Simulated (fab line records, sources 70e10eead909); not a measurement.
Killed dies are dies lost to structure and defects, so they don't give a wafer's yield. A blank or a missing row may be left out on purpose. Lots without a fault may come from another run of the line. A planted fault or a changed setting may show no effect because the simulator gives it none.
Which tool did it? | flow nand_harc | 22 lots, 66 wafers sampled, at 6 steps of a route of 1302

WHAT THE GAUGES READ, wafer by wafer
The record holds no reading of a measuring or inspecting step that can be judged against a usual standard deviation.

WHICH TOOL RAN EACH LOT (tool, then ch and the chambers of the sampled wafers, then the start)
lot  | NHARC_A_CHANNEL_FILL_D2_ALD_25   | NHARC_A_CHANNEL_FILL_D2_STRIP_29   | NHARC_A_STAIRCASE_TRIM_191     | NHARC_A_STAIRCASE_TRIM_200     | NHARC_A_STAIRCASE_TRIM_222     | NHARC_A_STAIRCASE_TRIM_224
L075 | ald_hk-01 ch 2,3, day 15 00:38   | rie_diel-02 ch 0,1,3, day 15 06:25 | rie_diel-09 ch 1,2, no start   | rie_diel-09 ch 1,2,3, no start | rie_diel-09 ch 0,1,3, no start | rie_diel-09 ch 1,2,3, no start
L074 | ald_hk-04 ch 0,3, day 15 00:38   | rie_diel-11 ch 1,2,3, no start     | rie_diel-05 ch 0,1, no start   | rie_diel-05 ch 0,1,2, no start | rie_diel-09 ch 0,3, no start   | rie_diel-09 ch 1,2,3, no start
L076 | ald_hk-04 ch 0,2,3, day 15 23:38 | rie_diel-11 ch 0,1,3, no start     | rie_diel-05 ch 0,2,3, no start | rie_diel-05 ch 0,2,3, no start | rie_diel-09 ch 0,1,3, no start | rie_diel-09 ch 1,2,3, no start
L078 | ald_hk-02 ch 0,3, day 16 11:18   | rie_diel-04 ch 2,3, no start       | rie_diel-09 ch 1,2,3, no start | rie_diel-09 ch 0,1,3, no start | rie_diel-12 ch 0,1,2, no start | rie_diel-12 ch 1,2,3, no start
L079 | ald_hk-02 ch 0,1,3, day 17 08:32 | rie_diel-11 ch 1,3, day 17 14:17   | rie_diel-12 ch 1,2,3, no start | rie_diel-12 ch 0,1,2, no start | rie_diel-12 ch 0,1,2, no start | rie_diel-12 ch 1,2,3, no start
L080 | ald_hk-01 ch 1,3, day 17 08:35   | rie_diel-04 ch 0,1,3, no start     | rie_diel-09 ch 0,1,3, no start | rie_diel-12 ch 0,2, no start   | rie_diel-05 ch 0,1,3, no start | rie_diel-05 ch 0,1,3, no start
L081 | ald_hk-04 ch 1,2,3, day 17 21:16 | rie_diel-02 ch 1,2,3, no start     | rie_diel-05 ch 0,1,3, no start | rie_diel-09 ch 0,1,3, no start | rie_diel-12 ch 1,2,3, no start | rie_diel-12 ch 0,2,3, no start
L082 | ald_hk-01 ch 1,2, day 18 05:48   | rie_diel-11 ch 0,1,2, day 18 10:56 | rie_diel-12 ch 0,2,3, no start | rie_diel-12 ch 1,2, no start   | rie_diel-05 ch 2,3, no start   | rie_diel-05 ch 0,3, no start
L083 | ald_hk-04 ch 0,1,3, day 18 19:06 | rie_diel-04 ch 1,2,3, no start     | rie_diel-12 ch 0,3, no start   | rie_diel-05 ch 1,2,3, no start | rie_diel-05 ch 0,2,3, no start | rie_diel-05 ch 2,3, no start
L085 | ald_hk-02 ch 1,3, day 19 06:59   | rie_diel-02 ch 0,1, no start       | rie_diel-05 ch 1,3, no start   | rie_diel-05 ch 0,2,3, no start | rie_diel-12 ch 1,2, no start   | rie_diel-12 ch 0,2,3, no start
L084 | ald_hk-01 ch 0,2,3, day 19 09:29 | rie_diel-04 ch 0,3, no start       | rie_diel-05 ch 1,2,3, no start | rie_diel-05 ch 0,2,3, no start | rie_diel-05 ch 0,1,2, no start | rie_diel-05 ch 1,2,3, no start
L087 | ald_hk-04 ch 1,3, day 21 09:13   | rie_diel-04 ch 0,3, no start       | rie_diel-09 ch 0,1, no start   | rie_diel-09 ch 0,3, no start   | rie_diel-09 ch 0,3, no start   | rie_diel-09 ch 0,2, no start
L089 | ald_hk-01 ch 0,2,3, day 21 11:47 | rie_diel-02 ch 0,1,3, no start     | rie_diel-05 ch 0,1,2, no start | rie_diel-05 ch 0,1,2, no start | rie_diel-12 ch 0,1,3, no start | rie_diel-12 ch 1,2,3, no start
L088 | ald_hk-02 ch 0,1,3, day 21 12:23 | rie_diel-11 ch 0,2,3, no start     | rie_diel-09 ch 0,1,3, no start | rie_diel-09 ch 0,1,2, no start | rie_diel-05 ch 0,2,3, no start | rie_diel-05 ch 0,2,3, no start
L090 | ald_hk-04 ch 0,1, day 22 00:29   | rie_diel-04 ch 0,2,3, no start     | rie_diel-12 ch 1,2, no start   | rie_diel-12 ch 0,2,3, no start | rie_diel-12 ch 0,1,3, no start | rie_diel-12 ch 2,3, no start
L091 | ald_hk-01 ch 1,2,3, day 22 06:27 | rie_diel-11 ch 1,2,3, no start     | rie_diel-09 ch 0,2,3, no start | rie_diel-09 ch 0,2, no start   | rie_diel-09 ch 2,3, no start   | rie_diel-09 ch 0,2, no start
L092 | ald_hk-04 ch 0,1,3, day 22 20:14 | rie_diel-02 ch 0,2,3, no start     | rie_diel-12 ch 1,2, no start   | rie_diel-09 ch 0,1,3, no start | rie_diel-09 ch 1,2,3, no start | rie_diel-09 ch 0,2,3, no start
L093 | ald_hk-02 ch 0,2,3, day 23 00:29 | rie_diel-11 ch 0,2,3, no start     | rie_diel-05 ch 0,1,2, no start | rie_diel-12 ch 2,3, no start   | rie_diel-09 ch 0,1,2, no start | rie_diel-09 ch 0,2, no start
L094 | ald_hk-04 ch 0,2,3, day 23 06:05 | rie_diel-11 ch 0,1,3, no start     | rie_diel-09 ch 1,2,3, no start | rie_diel-12 ch 1,2,3, no start | rie_diel-12 ch 0,1,2, no start | rie_diel-12 ch 0,2,3, no start
L096 | ald_hk-02 ch 0,2, day 24 02:36   | rie_diel-11 ch 2,3, no start       | rie_diel-12 ch 1,2,3, no start | rie_diel-12 ch 0,3, no start   | rie_diel-05 ch 1,2, no start   | rie_diel-05 ch 1,2,3, no start
L095 | ald_hk-01 ch 0,3, day 24 03:16   | rie_diel-02 ch 2,3, no start       | rie_diel-05 ch 1,2,3, no start | rie_diel-05 ch 0,1, no start   | rie_diel-09 ch 0,1,2, no start | rie_diel-09 ch 0,1, no start
L097 | ald_hk-04 ch 2,3, day 25 04:11   | rie_diel-04 ch 0,3, no start       | rie_diel-09 ch 0,2,3, no start | rie_diel-05 ch 1,2, no start   | rie_diel-05 ch 1,2,3, no start | rie_diel-05 ch 1,3, no start
- NHARC_A_CHANNEL_FILL_D2_ALD_25: deposits SiOx, target thk 60 nm, pulse time 10 s, ald cycles 600.
- NHARC_A_CHANNEL_FILL_D2_STRIP_29: strips in O2, time 20 s.
- NHARC_A_STAIRCASE_TRIM_191: chemistry O2, time 211.2 s.
- NHARC_A_STAIRCASE_TRIM_200: chemistry O2, time 211.2 s.
- NHARC_A_STAIRCASE_TRIM_222: chemistry O2, time 211.2 s.
- NHARC_A_STAIRCASE_TRIM_224: chemistry O2, time 211.2 s.

WHAT THE TOOLS THEMSELVES READ (means of the sampled wafers that have a number; where no wafer has one, the mark that the record gives instead)
NHARC_A_CHANNEL_FILL_D2_ALD_25. Usual: heater_power_w 469 W, standard deviation 74; precursor_pulse_height_rel 0.995, standard deviation 0.018.
lot  | tool      | heater_power_w (W) | precursor_pulse_height_rel | flag
L075 | ald_hk-01 | 488                | 0.983                      |
L074 | ald_hk-04 | 495                | 1.006                      |
L076 | ald_hk-04 | 456                | 0.976                      |
L078 | ald_hk-02 | 436                | 1.015                      |
L079 | ald_hk-02 | 449                | 0.985                      |
L080 | ald_hk-01 | 565                | 0.982                      |
L081 | ald_hk-04 | 440                | 0.988                      |
L082 | ald_hk-01 | 449                | 0.998                      |
L083 | ald_hk-04 | 485                | 0.987                      |
L085 | ald_hk-02 | 469                | 0.986                      |
L084 | ald_hk-01 | 439                | 0.991                      |
L087 | ald_hk-04 | 464                | 1.007                      |
L089 | ald_hk-01 | 451                | 0.986                      |
L088 | ald_hk-02 | 450                | 0.987                      |
L090 | ald_hk-04 | 440                | 0.998                      |
L091 | ald_hk-01 | 524                | 0.997                      |
L092 | ald_hk-04 | 461                | 1.001                      |
L093 | ald_hk-02 | 510                | 0.987                      |
L094 | ald_hk-04 | 454                | 0.993                      |
L096 | ald_hk-02 | 552                | 0.997                      |
L095 | ald_hk-01 | 428                | 1.004                      |
L097 | ald_hk-04 | 424                | 0.993                      |

NHARC_A_CHANNEL_FILL_D2_STRIP_29. Usual: drypump_motor_current_A 5.7 A, standard deviation 0.49; oes_product_au 0.999 a.u., standard deviation 0.013; rf_vpp_V 57.8 V, standard deviation 0.91; showerhead_plenum_p_Torr 3.50 Torr, standard deviation 0.15; throttle_valve_pct 17.037 %, standard deviation 0.0091.
lot  | tool        | drypump_motor_current_A (A) | oes_product_au (a.u.) | rf_vpp_V (V) | showerhead_plenum_p_Torr (Torr) | throttle_valve_pct (%) | flag
L075 | rie_diel-02 | 5.5                         | 0.990                 | 57.3         | 3.37                            | 17.040                 |
L074 | rie_diel-11 | 5.9                         | 1.010                 | 57.3         | 3.50                            | 17.026                 |
L076 | rie_diel-11 | 5.5                         | 1.000                 | 57.3         | 3.57                            | 17.029                 |
L078 | rie_diel-04 | 5.3                         | 0.997                 | 57.2         | 3.37                            | 17.037                 |
L079 | rie_diel-11 | 5.4                         | 0.987                 | 58.1         | 3.48                            | 17.046                 |
L080 | rie_diel-04 | 5.8                         | 1.004                 | 57.6         | 3.51                            | 17.037                 |
L081 | rie_diel-02 | 5.7                         | 0.999                 | 57.1         | 3.53                            | 17.029                 |
L082 | rie_diel-11 | 5.7                         | 0.993                 | 58.3         | 3.58                            | 17.034                 |
L083 | rie_diel-04 | 5.6                         | 0.992                 | 57.8         | 3.40                            | 17.039                 |
L085 | rie_diel-02 | 5.3                         | 0.986                 | 57.0         | 3.38                            | 17.036                 |
L084 | rie_diel-04 | 6.0                         | 1.009                 | 58.0         | 3.63                            | 17.031                 |
L087 | rie_diel-04 | 6.0                         | 1.009                 | 58.2         | 3.62                            | 17.026                 |
L089 | rie_diel-02 | 5.5                         | 0.996                 | 58.2         | 3.54                            | 17.045                 |
L088 | rie_diel-11 | 6.0                         | 1.004                 | 59.0         | 3.59                            | 17.033                 |
L090 | rie_diel-04 | 5.8                         | 1.005                 | 57.6         | 3.52                            | 17.042                 |
L091 | rie_diel-11 | 5.9                         | 1.011                 | 57.6         | 3.49                            | 17.045                 |
L092 | rie_diel-02 | 5.7                         | 1.003                 | 57.8         | 3.58                            | 17.042                 |
L093 | rie_diel-11 | 6.0                         | 1.007                 | 58.4         | 3.59                            | 17.033                 |
L094 | rie_diel-11 | 5.5                         | 1.011                 | 57.7         | 3.57                            | 17.037                 |
L096 | rie_diel-11 | 6.1                         | 1.005                 | 58.5         | 3.51                            | 17.048                 |
L095 | rie_diel-02 | 6.0                         | 1.004                 | 57.5         | 3.67                            | 17.029                 |
L097 | rie_diel-04 | 5.6                         | 1.006                 | 56.4         | 3.47                            | 17.039                 |

NHARC_A_STAIRCASE_TRIM_191. Usual: drypump_motor_current_A 5.7 A, standard deviation 0.5; oes_product_au 1.003 a.u., standard deviation 0.015; rf_vpp_V 57.8 V, standard deviation 0.82; showerhead_plenum_p_Torr 3.54 Torr, standard deviation 0.15; throttle_valve_pct 17.037 %, standard deviation 0.0093.
lot  | tool        | drypump_motor_current_A (A) | oes_product_au (a.u.) | rf_vpp_V (V) | showerhead_plenum_p_Torr (Torr) | throttle_valve_pct (%) | flag
L075 | rie_diel-09 | 6.2                         | 0.978                 | 57.7         | 3.76                            | 17.041                 |
L074 | rie_diel-05 | 5.3                         | 1.012                 | 57.4         | 3.46                            | 17.044                 |
L076 | rie_diel-05 | 5.8                         | 0.986                 | 57.9         | 3.49                            | 17.034                 |
L078 | rie_diel-09 | 6.0                         | 0.995                 | 57.9         | 3.68                            | 17.034                 |
L079 | rie_diel-12 | 5.3                         | 1.024                 | 58.5         | 3.58                            | 17.036                 |
L080 | rie_diel-09 | 6.0                         | 1.008                 | 57.3         | 3.55                            | 17.036                 |
L081 | rie_diel-05 | 5.3                         | 0.997                 | 57.8         | 3.45                            | 17.035                 |
L082 | rie_diel-12 | 5.6                         | 1.006                 | 58.1         | 3.55                            | 17.042                 |
L083 | rie_diel-12 | 5.7                         | 1.005                 | 57.5         | 3.60                            | 17.033                 |
L085 | rie_diel-05 | 5.3                         | 0.996                 | 57.1         | 3.38                            | 17.033                 |
L084 | rie_diel-05 | 5.8                         | 0.995                 | 57.3         | 3.41                            | 17.040                 |
L087 | rie_diel-09 | 6.1                         | 1.002                 | 57.8         | 3.47                            | 17.037                 |
L089 | rie_diel-05 | 5.8                         | 0.996                 | 57.6         | 3.46                            | 17.042                 |
L088 | rie_diel-09 | 6.0                         | 0.996                 | 58.2         | 3.53                            | 17.043                 |
L090 | rie_diel-12 | 5.5                         | 1.009                 | 57.6         | 3.64                            | 17.045                 |
L091 | rie_diel-09 | 6.0                         | 0.999                 | 58.6         | 3.54                            | 17.033                 |
L092 | rie_diel-12 | 5.4                         | 1.018                 | 58.3         | 3.70                            | 17.026                 |
L093 | rie_diel-05 | 5.8                         | 1.003                 | 58.3         | 3.46                            | 17.038                 |
L094 | rie_diel-09 | 6.0                         | 0.990                 | 58.4         | 3.65                            | 17.041                 |
L096 | rie_diel-12 | 5.3                         | 1.009                 | 58.5         | 3.55                            | 17.042                 |
L095 | rie_diel-05 | 5.8                         | 1.000                 | 56.9         | 3.39                            | 17.038                 |
L097 | rie_diel-09 | 6.0                         | 1.000                 | 57.2         | 3.52                            | 17.035                 |

NHARC_A_STAIRCASE_TRIM_200. Usual: drypump_motor_current_A 5.7 A, standard deviation 0.5; oes_product_au 1.006 a.u., standard deviation 0.012; rf_vpp_V 57.9 V, standard deviation 0.84; showerhead_plenum_p_Torr 3.54 Torr, standard deviation 0.16; throttle_valve_pct 17.036 %, standard deviation 0.0094.
lot  | tool        | drypump_motor_current_A (A) | oes_product_au (a.u.) | rf_vpp_V (V) | showerhead_plenum_p_Torr (Torr) | throttle_valve_pct (%) | flag
L075 | rie_diel-09 | 6.1                         | 1.001                 | 57.6         | 3.69                            | 17.034                 |
L074 | rie_diel-05 | 5.8                         | 1.007                 | 58.0         | 3.49                            | 17.039                 |
L076 | rie_diel-05 | 5.8                         | 1.003                 | 57.7         | 3.49                            | 17.050                 |
L078 | rie_diel-09 | 6.0                         | 1.008                 | 58.1         | 3.55                            | 17.038                 |
L079 | rie_diel-12 | 5.7                         | 1.014                 | 57.9         | 3.70                            | 17.035                 |
L080 | rie_diel-12 | 5.9                         | 1.000                 | 57.6         | 3.68                            | 17.032                 |
L081 | rie_diel-09 | 6.0                         | 1.009                 | 58.2         | 3.55                            | 17.038                 |
L082 | rie_diel-12 | 5.4                         | 1.016                 | 57.3         | 3.72                            | 17.029                 |
L083 | rie_diel-05 | 5.8                         | 1.002                 | 58.1         | 3.41                            | 17.029                 |
L085 | rie_diel-05 | 5.8                         | 1.011                 | 57.8         | 3.47                            | 17.027                 |
L084 | rie_diel-05 | 5.8                         | 1.010                 | 57.7         | 3.47                            | 17.032                 |
L087 | rie_diel-09 | 5.9                         | 1.000                 | 57.5         | 3.48                            | 17.038                 |
L089 | rie_diel-05 | 5.8                         | 1.003                 | 57.2         | 3.46                            | 17.038                 |
L088 | rie_diel-09 | 6.1                         | 1.003                 | 58.3         | 3.60                            | 17.033                 |
L090 | rie_diel-12 | 5.6                         | 1.006                 | 58.4         | 3.54                            | 17.033                 |
L091 | rie_diel-09 | 6.0                         | 1.008                 | 58.2         | 3.48                            | 17.049                 |
L092 | rie_diel-09 | 6.0                         | 0.998                 | 58.1         | 3.52                            | 17.045                 |
L093 | rie_diel-12 | 5.5                         | 1.011                 | 58.0         | 3.49                            | 17.024                 |
L094 | rie_diel-12 | 5.3                         | 1.014                 | 59.0         | 3.56                            | 17.032                 |
L096 | rie_diel-12 | 5.8                         | 1.011                 | 58.4         | 3.58                            | 17.033                 |
L095 | rie_diel-05 | 5.4                         | 1.000                 | 56.9         | 3.48                            | 17.029                 |
L097 | rie_diel-05 | 5.8                         | 1.002                 | 57.7         | 3.38                            | 17.031                 |

NHARC_A_STAIRCASE_TRIM_222. Usual: drypump_motor_current_A 5.7 A, standard deviation 0.48; oes_product_au 1.003 a.u., standard deviation 0.013; rf_vpp_V 57.8 V, standard deviation 0.97; showerhead_plenum_p_Torr 3.54 Torr, standard deviation 0.16; throttle_valve_pct 17.036 %, standard deviation 0.0094.
lot  | tool        | drypump_motor_current_A (A) | oes_product_au (a.u.) | rf_vpp_V (V) | showerhead_plenum_p_Torr (Torr) | throttle_valve_pct (%) | flag
L075 | rie_diel-09 | 6.0                         | 1.004                 | 58.5         | 3.56                            | 17.039                 |
L074 | rie_diel-09 | 5.9                         | 1.013                 | 58.1         | 3.44                            | 17.038                 |
L076 | rie_diel-09 | 6.0                         | 1.006                 | 57.2         | 3.56                            | 17.030                 |
L078 | rie_diel-12 | 5.7                         | 1.017                 | 59.0         | 3.70                            | 17.034                 |
L079 | rie_diel-12 | 5.6                         | 1.005                 | 58.1         | 3.70                            | 17.032                 |
L080 | rie_diel-05 | 5.3                         | 0.996                 | 57.0         | 3.45                            | 17.043                 |
L081 | rie_diel-12 | 5.3                         | 1.013                 | 56.9         | 3.58                            | 17.040                 |
L082 | rie_diel-05 | 6.2                         | 1.004                 | 57.6         | 3.45                            | 17.041                 |
L083 | rie_diel-05 | 5.8                         | 0.995                 | 57.4         | 3.48                            | 17.044                 |
L085 | rie_diel-12 | 5.5                         | 1.007                 | 58.1         | 3.65                            | 17.040                 |
L084 | rie_diel-05 | 5.8                         | 0.999                 | 57.9         | 3.47                            | 17.036                 |
L087 | rie_diel-09 | 5.9                         | 0.992                 | 56.8         | 3.48                            | 17.048                 |
L089 | rie_diel-12 | 5.4                         | 1.012                 | 57.8         | 3.60                            | 17.032                 |
L088 | rie_diel-05 | 5.8                         | 1.007                 | 58.0         | 3.47                            | 17.033                 |
L090 | rie_diel-12 | 5.5                         | 1.011                 | 57.8         | 3.60                            | 17.033                 |
L091 | rie_diel-09 | 6.0                         | 0.994                 | 58.1         | 3.66                            | 17.032                 |
L092 | rie_diel-09 | 6.0                         | 0.980                 | 58.0         | 3.65                            | 17.034                 |
L093 | rie_diel-09 | 6.1                         | 0.990                 | 58.3         | 3.59                            | 17.033                 |
L094 | rie_diel-12 | 5.6                         | 1.019                 | 59.0         | 3.68                            | 17.035                 |
L096 | rie_diel-05 | 6.2                         | 1.009                 | 56.4         | 3.42                            | 17.033                 |
L095 | rie_diel-09 | 6.1                         | 0.994                 | 57.4         | 3.58                            | 17.035                 |
L097 | rie_diel-05 | 5.8                         | 1.003                 | 57.3         | 3.39                            | 17.039                 |

NHARC_A_STAIRCASE_TRIM_224. Usual: drypump_motor_current_A 5.7 A, standard deviation 0.48; oes_product_au 1.004 a.u., standard deviation 0.013; rf_vpp_V 57.8 V, standard deviation 0.86; showerhead_plenum_p_Torr 3.56 Torr, standard deviation 0.16; throttle_valve_pct 17.037 %, standard deviation 0.0091.
lot  | tool        | drypump_motor_current_A (A) | oes_product_au (a.u.) | rf_vpp_V (V) | showerhead_plenum_p_Torr (Torr) | throttle_valve_pct (%) | flag
L075 | rie_diel-09 | 6.0                         | 0.988                 | 58.8         | 3.69                            | 17.036                 |
L074 | rie_diel-09 | 6.0                         | 0.993                 | 58.7         | 3.69                            | 17.042                 |
L076 | rie_diel-09 | 6.0                         | 0.997                 | 58.1         | 3.68                            | 17.037                 |
L078 | rie_diel-12 | 5.3                         | 1.016                 | 57.1         | 3.58                            | 17.045                 |
L079 | rie_diel-12 | 5.3                         | 1.011                 | 57.9         | 3.58                            | 17.036                 |
L080 | rie_diel-05 | 5.3                         | 1.004                 | 57.6         | 3.45                            | 17.039                 |
L081 | rie_diel-12 | 5.6                         | 1.010                 | 58.6         | 3.55                            | 17.030                 |
L082 | rie_diel-05 | 5.4                         | 1.003                 | 57.7         | 3.52                            | 17.042                 |
L083 | rie_diel-05 | 6.2                         | 1.006                 | 58.2         | 3.45                            | 17.051                 |
L085 | rie_diel-12 | 5.6                         | 1.013                 | 58.1         | 3.55                            | 17.042                 |
L084 | rie_diel-05 | 5.8                         | 0.997                 | 56.7         | 3.41                            | 17.044                 |
L087 | rie_diel-09 | 6.0                         | 1.006                 | 57.1         | 3.48                            | 17.029                 |
L089 | rie_diel-12 | 5.3                         | 1.007                 | 58.4         | 3.56                            | 17.033                 |
L088 | rie_diel-05 | 5.8                         | 1.005                 | 58.0         | 3.47                            | 17.037                 |
L090 | rie_diel-12 | 5.3                         | 1.011                 | 57.2         | 3.42                            | 17.037                 |
L091 | rie_diel-09 | 6.1                         | 0.995                 | 57.2         | 3.60                            | 17.029                 |
L092 | rie_diel-09 | 6.0                         | 0.996                 | 57.6         | 3.53                            | 17.039                 |
L093 | rie_diel-09 | 6.1                         | 1.011                 | 57.5         | 3.60                            | 17.041                 |
L094 | rie_diel-12 | 5.6                         | 1.002                 | 57.4         | 3.54                            | 17.026                 |
L096 | rie_diel-05 | 5.8                         | 1.009                 | 58.3         | 3.39                            | 17.035                 |
L095 | rie_diel-09 | 6.1                         | 1.007                 | 57.8         | 3.46                            | 17.041                 |
L097 | rie_diel-05 | 5.3                         | 0.996                 | 57.4         | 3.35                            | 17.031                 |

THE ANSWER, worked out from the rows above alone
Rule: a lot is off if the mean of its wafers that have a number lies more than 3 standard deviations from the usual mean. A lot without any number at a reading at which 4 lots or more have one is off too. The other lots that the step has rows for count as sound. The gauges are gone through in route order, then the tools' own readings, and for those a lot's mean is taken as printed above. The first step at which some lot is off is used, and at that step the reading that is off furthest; a lot without a number counts as furthest.
No lot is off at any reading shown: from this, nothing can be told.

WHAT THE SIMULATOR HAD PUT IN
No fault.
